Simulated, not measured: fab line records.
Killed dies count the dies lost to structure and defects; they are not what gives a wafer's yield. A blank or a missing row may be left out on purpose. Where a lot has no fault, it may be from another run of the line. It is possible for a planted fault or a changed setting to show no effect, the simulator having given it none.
Matching of chambers + flow n5_finfet + 3 sister chambers for N5_BEOL_M10_CURE_72 on uv_cure-03
The step cures SiCOH lowk, time 120 s. 6 wafers are shown with their chamber, then 11 later ones without.

WAFERS WITH THEIR CHAMBER
| wafer  | chamber | wafer_temp_C_max | lamp_power_pct (%) |
|--------|---------|------------------|--------------------|
| L083.5 | 0       | 371.1            | 52.28              |
| L084.5 | 2       | 371.1            | 52.33              |
| L084.6 | 2       | 371.7            | 52.31              |
| L088.2 | 1       | 372.1            | 52.27              |
| L088.5 | 1       | 371.5            | 52.25              |
| L090.2 | 0       | 371.0            | 52.31              |

WAFERS WITH NO CHAMBER GIVEN
| wafer  | wafer_temp_C_max | lamp_power_pct (%) |
|--------|------------------|--------------------|
| L090.3 | 371.5            | 52.33              |
| L090.5 | 370.6            | 52.28              |
| L092.2 | 371.7            | 52.31              |
| L092.4 | 371.6            | 52.28              |
| L092.5 | 371.6            | 52.23              |
| L093.3 | 371.1            | 52.35              |
| L093.5 | 371.0            | 52.39              |
| L093.6 | 371.4            | 52.33              |
| L096.2 | 371.5            | 52.36              |
| L096.4 | 371.9            | 52.23              |
| L096.5 | 371.9            | 52.29              |

EACH ONE'S CHAMBER
| wafer  | from the rows above          | in truth                   |
|--------|------------------------------|----------------------------|
| L090.3 | can't be placed: 2 or 0      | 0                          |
| L090.5 | can't be placed: 0 or 2      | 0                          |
| L092.2 | can't be placed: 2 or 0 or 1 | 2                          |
| L092.4 | can't be placed: 1 or 0 or 2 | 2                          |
| L092.5 | 1                            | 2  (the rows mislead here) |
| L093.3 | can't be placed: 2 or 0      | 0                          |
| L093.5 | can't be placed: 2 or 0      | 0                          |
| L093.6 | can't be placed: 2 or 0      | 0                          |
| L096.2 | can't be placed: 2 or 0      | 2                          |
| L096.4 | 1                            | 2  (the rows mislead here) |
| L096.5 | can't be placed: 1 or 2 or 0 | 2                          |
Placed correctly: 0 of 11. From these rows, 9 cannot be placed; in 9 the true chamber is one of the candidates. 2 placed wrongly.
How it was worked out, from the rows above alone: a wafer's distance from a chamber is the root of the sum, over the readings, of the square of ((its reading less the chamber's mean) divided by the reading's scatter). The wafer belongs to the nearest chamber; if the next one is less than 2 further off, it can't be placed. The mean given for a chamber averages the wafers shown for that chamber. The scatter: the root of (the sum of the squares of (reading less its chamber's mean) over the shown wafers, divided by (wafers less chambers)).
